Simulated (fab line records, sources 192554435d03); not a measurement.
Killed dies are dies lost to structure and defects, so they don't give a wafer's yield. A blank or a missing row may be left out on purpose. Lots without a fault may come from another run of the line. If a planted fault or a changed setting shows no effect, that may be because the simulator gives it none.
Which tool did it? ; flow n5Finfet ; 10 lots with 27 wafers sampled at 5 steps, on a route of 1938 steps

WHAT THE GAUGES SHOWED, per wafer
The record holds no reading of a measuring or inspecting step that can be judged against a usual standard deviation.

WHAT TOOL EACH LOT RAN ON (gives the tool, then ch and the chambers of the sampled wafers, and finally the start)
lot;N5_BEOL_M5_ETCH_61;N5_BEOL_M5_ETCH_62;N5_BEOL_M5_ETCH_67;N5_BEOL_M5_STRIP_91;N5_PASSIVATION_PROBE_49
L295;rieDiel-05 ch 0,3, day 8 21:29;rieDiel-05 ch 0,3, day 8 21:31;rieDiel-05 ch 0,1,2, day 8 23:16;rieDiel-05 ch 0,1,2, no start;-
L298;rieDiel-05 ch 0,3, day 9 21:35;rieDiel-05 ch 0,3, day 9 21:37;rieDiel-04 ch 1,3, day 10 00:16;rieDiel-04 ch 1,3, no start;-
L300;rieDiel-05 ch 0,1,3, day 10 08:13;rieDiel-05 ch 0,1,3, day 10 08:14;rieDiel-01 ch 1,2,3, day 10 09:11;rieDiel-01 ch 1,2,3, day 14 17:22 or earlier;prober-02, day 14 17:22
L302;rieDiel-04 ch 0,2, day 10 14:28;rieDiel-04 ch 0,2, day 10 14:30;rieDiel-04 ch 0,1,3, day 10 16:29;rieDiel-04 ch 0,1,3, day 14 13:34 or earlier;prober-01, day 14 13:34
L303;rieDiel-04 ch 0,1,2, day 11 04:42;rieDiel-04 ch 0,1,2, day 11 04:44;rieDiel-04 ch 0,1,3, day 11 05:43;rieDiel-04 ch 0,1,3, day 15 14:53 or earlier;prober-01, day 15 14:53
L310;rieDiel-01 ch 0,3, day 12 19:09;rieDiel-01 ch 0,3, day 12 19:14;rieDiel-04 ch 0,3, day 12 20:25;rieDiel-04 ch 0,3, day 16 21:35 or earlier;prober-02, day 16 21:35
L312;rieDiel-05 ch 1,3, day 13 00:18;rieDiel-05 ch 1,3, day 13 00:20;rieDiel-04 ch 1,2, day 13 05:02;rieDiel-04 ch 1,2, no start;-
L314;rieDiel-04 ch 0,1, day 13 19:12;rieDiel-04 ch 0,1, day 13 19:13;rieDiel-04 ch 1,3, day 13 21:29;rieDiel-04 ch 1,3, no start;-
L317;rieDiel-04 ch 0,1, day 14 02:36;rieDiel-04 ch 0,1, day 14 02:38;rieDiel-01 ch 0,1,2, day 14 04:02;rieDiel-01 ch 0,1,2, no start;-
L316;rieDiel-05 ch 1,2,3, day 14 04:27;rieDiel-05 ch 1,2,3, day 14 04:28;rieDiel-01 ch 0,2,3, day 14 05:59;rieDiel-01 ch 0,2,3, no start;-
- N5_BEOL_M5_ETCH_61: etches SiARC in CF4, target depth 15.6 nm, time 26 s.
- N5_BEOL_M5_ETCH_62: etches SOC in N2/H2, target depth 75 nm, overetch 15 nm, time 112.5 s.
- N5_BEOL_M5_ETCH_67: etches SiARC in CF4, target depth 15.6 nm, time 26 s.
- N5_BEOL_M5_STRIP_91: strips in N2/H2, time 10 s.
- N5_PASSIVATION_PROBE_49

WHAT THE TOOLS THEMSELVES READ (means of the sampled wafers that have a number; where no wafer has one, the mark that the record gives instead)
N5_BEOL_M5_ETCH_61. Usual: drypumpMotorCurrentA 5.7 A, standard deviation 0.33; etchRfOnTimeS 26.1 s, standard deviation 0.68; oesProductAu 0.67 a.u., standard deviation 0.087; rfVppV 184.1 V, standard deviation 1; showerheadPlenumPTorr 2.16 Torr, standard deviation 0.064; throttleValvePct 15.55 %, standard deviation 0.25.
lot;tool;drypumpMotorCurrentA (A);etchRfOnTimeS (s);oesProductAu (a.u.);rfVppV (V);showerheadPlenumPTorr (Torr);throttleValvePct (%);flag
L295;rieDiel-05;5.5;27.0;0.64;184.2;2.18;15.68;
L298;rieDiel-05;5.5;26.5;0.67;184.6;2.21;15.64;
L300;rieDiel-05;5.4;26.5;0.65;184.3;2.18;15.57;
L302;rieDiel-04;5.8;25.8;0.81;184.3;2.16;15.23;
L303;rieDiel-04;6.1;25.4;0.72;184.9;2.16;15.42;
L310;rieDiel-01;5.4;26.0;0.65;184.6;2.12;15.56;
L312;rieDiel-05;5.4;27.0;0.59;183.6;2.12;15.62;
L314;rieDiel-04;6.0;25.3;0.81;183.9;2.19;15.41;
L317;rieDiel-04;5.8;25.7;0.79;185.5;2.19;15.40;
L316;rieDiel-05;5.5;26.6;0.59;182.9;2.12;15.67;

N5_BEOL_M5_ETCH_62. Usual: drypumpMotorCurrentA 5.7 A, standard deviation 0.34; oesProductAu 0.62 a.u., standard deviation 0.075; rfVppV 524.2 V, standard deviation 2.2; showerheadPlenumPTorr 2.56 Torr, standard deviation 0.072; throttleValvePct 17.73 %, standard deviation 0.2.
lot;tool;drypumpMotorCurrentA (A);oesProductAu (a.u.);rfVppV (V);showerheadPlenumPTorr (Torr);throttleValvePct (%);flag
L295;rieDiel-05;5.5;0.61;525.0;2.58;17.78;
L298;rieDiel-05;5.5;0.62;525.4;2.60;17.76;
L300;rieDiel-05;5.4;0.61;526.0;2.58;17.71;
L302;rieDiel-04;5.8;0.75;524.1;2.58;17.51;
L303;rieDiel-04;6.0;0.66;524.6;2.57;17.63;
L310;rieDiel-01;5.4;0.60;522.2;2.51;17.72;
L312;rieDiel-05;5.4;0.55;523.3;2.52;17.75;
L314;rieDiel-04;5.9;0.73;526.0;2.60;17.60;
L317;rieDiel-04;5.9;0.72;525.1;2.60;17.62;
L316;rieDiel-05;5.6;0.55;522.8;2.51;17.82;

N5_BEOL_M5_ETCH_67. Usual: drypumpMotorCurrentA 5.7 A, standard deviation 0.34; etchRfOnTimeS 26.0 s, standard deviation 0.57; oesProductAu 0.68 a.u., standard deviation 0.083; rfVppV 184.3 V, standard deviation 1; showerheadPlenumPTorr 2.14 Torr, standard deviation 0.059; throttleValvePct 15.53 %, standard deviation 0.24.
lot;tool;drypumpMotorCurrentA (A);etchRfOnTimeS (s);oesProductAu (a.u.);rfVppV (V);showerheadPlenumPTorr (Torr);throttleValvePct (%);flag
L295;rieDiel-05;5.5;25.9;0.68;185.0;2.18;15.52;
L298;rieDiel-04;6.1;26.1;0.70;185.5;2.20;15.66;
L300;rieDiel-01;5.5;26.4;0.61;184.0;2.10;15.72;
L302;rieDiel-04;5.9;26.0;0.74;184.7;2.20;15.57;
L303;rieDiel-04;6.0;26.1;0.73;184.9;2.20;15.57;
L310;rieDiel-04;5.7;22.4;0.87;184.9;2.19;15.40;OFF
L312;rieDiel-04;6.2;19.9;0.94;182.7;2.13;15.25;OFF
L314;rieDiel-04;6.1;15.2;1.09;184.0;2.19;15.47;OFF
L317;rieDiel-01;5.4;26.3;0.69;183.9;2.13;15.64;
L316;rieDiel-01;5.5;26.1;0.69;184.3;2.10;15.59;

N5_BEOL_M5_STRIP_91. Usual: drypumpMotorCurrentA 5.7 A, standard deviation 0.34; oesProductAu 0.79 a.u., standard deviation 0.098; rfVppV 59.2 V, standard deviation 0.99; showerheadPlenumPTorr 2.54 Torr, standard deviation 0.065; throttleValvePct 23.51 %, standard deviation 0.19.
lot;tool;drypumpMotorCurrentA (A);oesProductAu (a.u.);rfVppV (V);showerheadPlenumPTorr (Torr);throttleValvePct (%);flag
L295;rieDiel-05;5.5;0.79;59.8;2.58;23.47;
L298;rieDiel-04;6.1;0.81;59.4;2.60;23.63;
L300;rieDiel-01;5.5;0.71;59.5;2.49;23.72;
L302;rieDiel-04;5.9;0.86;59.4;2.60;23.59;
L303;rieDiel-04;5.9;0.85;59.8;2.60;23.60;
L310;rieDiel-04;5.7;0.91;59.5;2.60;23.56;
L312;rieDiel-04;6.2;0.91;59.3;2.53;23.25;
L314;rieDiel-04;6.1;0.92;59.6;2.59;23.49;
L317;rieDiel-01;5.4;0.81;58.7;2.51;23.57;
L316;rieDiel-01;5.5;0.80;58.5;2.48;23.61;

N5_PASSIVATION_PROBE_49. Usual: defectLimitedYield 91.0 %, standard deviation 1.5; killed_at_M0_to_M3 33, standard deviation 9.4; killed_at_M4_up 14, standard deviation 4.8; killedAtContacts 13, standard deviation 7.3; killedAtFrontEnd 43, standard deviation 13; killedAtOther 3.6, standard deviation 2.9; killedDies 106, standard deviation 18; killedOnRim 14, standard deviation 4.2; killedOpen 69, standard deviation 13; killedShort 35, standard deviation 8.2; sort_bin_5_function 5.3 %, standard deviation 1; sort_bin_6_memory 3.3 %, standard deviation 0.68; sortNPass 1074, standard deviation 18; sortYieldPct 91.0 %, standard deviation 1.5.
lot;tool;defectLimitedYield (%);killed_at_M0_to_M3;killed_at_M4_up;killedAtContacts;killedAtFrontEnd;killedAtOther;killedDies;killedOnRim;killedOpen;killedShort;sort_bin_5_function (%);sort_bin_6_memory (%);sortNPass;sortYieldPct (%);flag
L300;prober-02;91.8;22;16;11;44;5.7;97;13;66;29;4.7;3.2;1083;91.8;
L302;prober-01;91.6;30;14;10;41;4.3;99;15;61;38;4.9;3.1;1081;91.6;
L303;prober-01;90.2;36;10;10;57;1.7;115;15;75;38;5.9;3.3;1065;90.2;
L310;prober-02;91.2;39;15;9;41;1.0;104;13;67;34;5.1;3.4;1076;91.2;

THE ANSWER, worked out from the rows above alone
Rule: a lot is off if the mean of its wafers that have a number lies more than 3 standard deviations from the usual mean. Also off: a lot with no number at a reading for which 4 or more lots have one. The other lots that the step has rows for count as sound. The gauges are gone through in route order, then the tools' own readings, and for those a lot's mean is taken as printed above. The first step at which some lot is off is used, and at that step the reading that is off furthest; a lot without a number counts as furthest.
Off, at N5_BEOL_M5_ETCH_67 on etchRfOnTimeS: L310, L312, L314.
A tool fits if, at that step or a process step before it, it ran every lot that is off, and no sound lot after the first of them. One fits: N5_BEOL_M5_ETCH_67 on rieDiel-04. A fault onset in the window from L303 (day 11 05:43, its last sound lot) to L310 (day 12 20:25, its first lot off) fits.
The tool's own readings at N5_BEOL_M5_ETCH_67 bear it out: on the lots that are off they differ by more than 5 times the standard deviation of the sound lots' means. etchRfOnTimeS reads 19.2 s there against 26.1 s on the sound lots; oesProductAu reads 0.97 a.u. there against 0.69 a.u. on the sound lots.

WHAT THE SIMULATOR HAD PUT IN
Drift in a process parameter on rieDiel-04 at N5_BEOL_M5_ETCH_67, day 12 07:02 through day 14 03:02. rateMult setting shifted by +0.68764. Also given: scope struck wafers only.
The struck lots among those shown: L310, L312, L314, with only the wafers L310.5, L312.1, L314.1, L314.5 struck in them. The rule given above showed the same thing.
